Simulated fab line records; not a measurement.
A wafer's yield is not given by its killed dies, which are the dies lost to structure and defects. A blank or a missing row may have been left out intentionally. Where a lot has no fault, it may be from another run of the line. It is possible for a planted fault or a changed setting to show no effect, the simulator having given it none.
Chamber matching / flow n5Finfet / 4 sister chambers for N5_FIN_SAQP_MANDREL2_REMOVE_60 on rieSi-04
The step chemistry HBr/Cl2/O2, target a-Si, stops on SiNx, bt time 10 s. 4 wafers are shown with their chamber, then 10 later ones without.

WAFERS WITH THEIR CHAMBER
wafer=L082.6; chamber=3; drypumpMotorCurrentA (A)=5.6
wafer=L085.6; chamber=2; drypumpMotorCurrentA (A)=5.9
wafer=L086.1; chamber=1; drypumpMotorCurrentA (A)=5.1
wafer=L086.3; chamber=0; drypumpMotorCurrentA (A)=6.5

WAFERS MISSING THEIR CHAMBER
wafer=L086.4; drypumpMotorCurrentA (A)=5.7
wafer=L088.1; drypumpMotorCurrentA (A)=5.9
wafer=L088.4; drypumpMotorCurrentA (A)=5.2
wafer=L088.5; drypumpMotorCurrentA (A)=5.7
wafer=L092.2; drypumpMotorCurrentA (A)=5.7
wafer=L092.4; drypumpMotorCurrentA (A)=6.5
wafer=L092.5; drypumpMotorCurrentA (A)=6.5
wafer=L096.1; drypumpMotorCurrentA (A)=5.2
wafer=L096.5; drypumpMotorCurrentA (A)=5.7
wafer=L096.6; drypumpMotorCurrentA (A)=6.6

EACH ONE'S CHAMBER
wafer=L086.4; from the rows above=can't be placed: 3 or 2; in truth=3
wafer=L088.1; from the rows above=2; in truth=2
wafer=L088.4; from the rows above=1; in truth=1
wafer=L088.5; from the rows above=can't be placed: 3 or 2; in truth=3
wafer=L092.2; from the rows above=can't be placed: 3 or 2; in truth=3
wafer=L092.4; from the rows above=0; in truth=0
wafer=L092.5; from the rows above=0; in truth=0
wafer=L096.1; from the rows above=1; in truth=1
wafer=L096.5; from the rows above=can't be placed: 3 or 2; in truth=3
wafer=L096.6; from the rows above=0; in truth=0
Placed correctly: 6 of 10. Cannot be placed on the basis of these rows: 4; the candidates contain the true chamber in 4. 0 placed wrongly.
How it was worked out, from the rows above alone: a wafer's distance from a chamber is the root of the sum, over the readings, of the square of ((its reading less the chamber's mean) divided by the reading's scatter). If the next closest chamber is less than 2 further off than the closest, the wafer can't be placed; otherwise it belongs to the closest. For every chamber, the mean is computed from those of its wafers that are shown. The scatter (one wafer shown for each chamber): square how far every hidden wafer sits from the nearest shown wafer, average those squares and take the square root.
